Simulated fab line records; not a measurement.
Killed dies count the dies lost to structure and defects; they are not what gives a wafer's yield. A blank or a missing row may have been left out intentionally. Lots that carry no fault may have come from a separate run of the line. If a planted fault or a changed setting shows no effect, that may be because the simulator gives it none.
Which tool was responsible?    flow n5 finfet    11 lots, 33 wafers sampled, at 3 steps of a route of 1938

## WHAT EACH GAUGE READ, for each wafer
N5_BEOL_M5_INSPECT_30: inspects for defects (brightfield).
lot   measured      on                 raw defect count
L411  day 7 19:14   defect inspect-01  425 350 447
L418  day 9 13:33   defect inspect-01  334 368 386
L417  day 9 17:04   defect inspect-02  273 269 468
L419  day 9 17:38   defect inspect-02  394 375 366
L421  day 10 10:30  defect inspect-01  560 357 396
L422  day 10 18:55  defect inspect-01  483 436 435
L423  day 11 05:53  defect inspect-01  506 473 550
L425  day 11 10:01  defect inspect-01  478 539 724
L424  day 11 13:27  defect inspect-02  284 236 207
L427  day 12 05:26  defect inspect-01  406 458 543
L431  day 13 00:25  defect inspect-01  335 238 279

## EACH LOT AND THE TOOL THAT RAN IT (in order: tool; ch and the chambers of the sampled wafers; start)
lot   N5_BEOL_M5_ETCH_62                  N5_BEOL_M5_COAT_66
L411  rie diel-01 ch 0,2,3, day 7 18:29   litho track-05 ch 0, day 7 18:53
L418  rie diel-04 ch 0,2,3, day 9 12:48   litho track-05 ch 0, day 9 13:11
L417  rie diel-01 ch 0,1,3, day 9 14:26   litho track-02 ch 0, day 9 16:35
L419  rie diel-01 ch 0,1, day 9 14:49     litho track-05 ch 0, day 9 17:16
L421  rie diel-01 ch 0,2,3, day 10 08:50  litho track-02 ch 0, day 10 10:08
L422  rie diel-01 ch 0,1,2, day 10 18:10  litho track-05 ch 0, day 10 18:32
L423  rie diel-02 ch 1,2,3, day 11 04:43  litho track-03 ch 0, day 11 05:31
L425  rie diel-04 ch 0,1, day 11 07:26    litho track-05 ch 0, day 11 09:39
L424  rie diel-01 ch 1,2, day 11 11:26    litho track-02 ch 0, day 11 13:05
L427  rie diel-01 ch 1,2,3, day 12 02:47  litho track-05 ch 0, day 12 05:02
L431  rie diel-02 ch 0,1,2, day 12 23:14  litho track-02 ch 0, day 12 23:56
- N5_BEOL_M5_ETCH_62: etches SOC in N2/H2, target depth 75 nm, overetch 15 nm, time 112.5 s.
- N5_BEOL_M5_COAT_66: time 60 s, resist thk 12 nm.

## WHAT THE TOOLS THEMSELVES READ (means of the sampled wafers that have a number; where no wafer has one, the mark that the record gives instead)
N5_BEOL_M5_ETCH_62.
lot   tool         drypump motor current A (A)  oes product au (a.u.)  rf vpp V (V)  showerhead plenum p Torr (Torr)  throttle valve pct (%)
L411  rie diel-01  5.5                          0.59                   525.9         2.62                             17.8
L418  rie diel-04  5.4                          0.66                   523.4         2.53                             17.8
L417  rie diel-01  5.7                          0.65                   525.9         2.59                             17.5
L419  rie diel-01  5.6                          0.68                   525.5         2.61                             17.6
L421  rie diel-01  5.5                          0.58                   525.9         2.61                             17.9
L422  rie diel-01  5.6                          0.65                   523.3         2.56                             17.7
L423  rie diel-02  5.2                          0.59                   524.4         2.54                             17.8
L425  rie diel-04  5.3                          0.71                   523.7         2.52                             17.6
L424  rie diel-01  5.6                          0.62                   522.8         2.52                             17.8
L427  rie diel-01  5.7                          0.61                   523.0         2.54                             17.7
L431  rie diel-02  5.7                          0.61                   524.6         2.58                             17.7

N5_BEOL_M5_COAT_66.
lot   tool            heater power total W (W)  spin speed rpm (rpm)
L411  litho track-05  428.5                     1499.1
L418  litho track-05  427.7                     1499.7
L417  litho track-02  424.6                     1500.1
L419  litho track-05  426.8                     1500.3
L421  litho track-02  427.9                     1499.8
L422  litho track-05  425.3                     1500.1
L423  litho track-03  426.7                     1499.2
L425  litho track-05  426.2                     1444.8
L424  litho track-02  427.7                     1500.2
L427  litho track-05  425.8                     1444.0
L431  litho track-02  426.0                     1500.2

## THE ANSWER, worked out from the rows above alone
Rule: the usual values come from the lots themselves. The widest of any qualifying gaps counts: lots, ordered by their means at a reading, are off when they make up no more than a third of the lots, leave a main group of 4 or more, and stand apart from it by 3 or more times the standard deviation of that group's means. If all means in a main group match to the digits the tables above print for the reading, that group is not used. A lot without any number at a reading at which 4 lots or more have one is off too. Any other lot the step has rows for is counted as sound. The gauges are gone through in route order, then the tools' own readings, and for those a lot's mean is taken as printed above. At the first step where some lot is off, the reading lying furthest off is the one used; lots without a number count as furthest.
Off, at N5_BEOL_M5_COAT_66 on spin speed rpm: L425, L427. The main group: mean 1499.9 rpm, standard deviation 0.42.
If a tool, at that step or one of the process steps before it, ran each lot that is off and ran no sound lot following the first of them, it fits. One fits: N5_BEOL_M5_COAT_66 on litho track-05. A fault onset in the window from L422 (day 10 18:32, its last sound lot) to L425 (day 11 09:39, its first lot off) fits.
On the lots that are off, the tool's own readings at N5_BEOL_M5_COAT_66 differ by more than 5 times the standard deviation of the sound lots' means, which bears it out; spin speed rpm reads 1444.4 rpm there versus 1499.9 rpm on the sound lots.

## WHAT THE SIMULATOR PUT IN
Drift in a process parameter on litho track-05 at N5_BEOL_M5_COAT_66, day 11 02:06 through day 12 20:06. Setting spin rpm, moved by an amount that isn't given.
Shown lots that were struck: L425, L427. The rule given above showed the same thing.
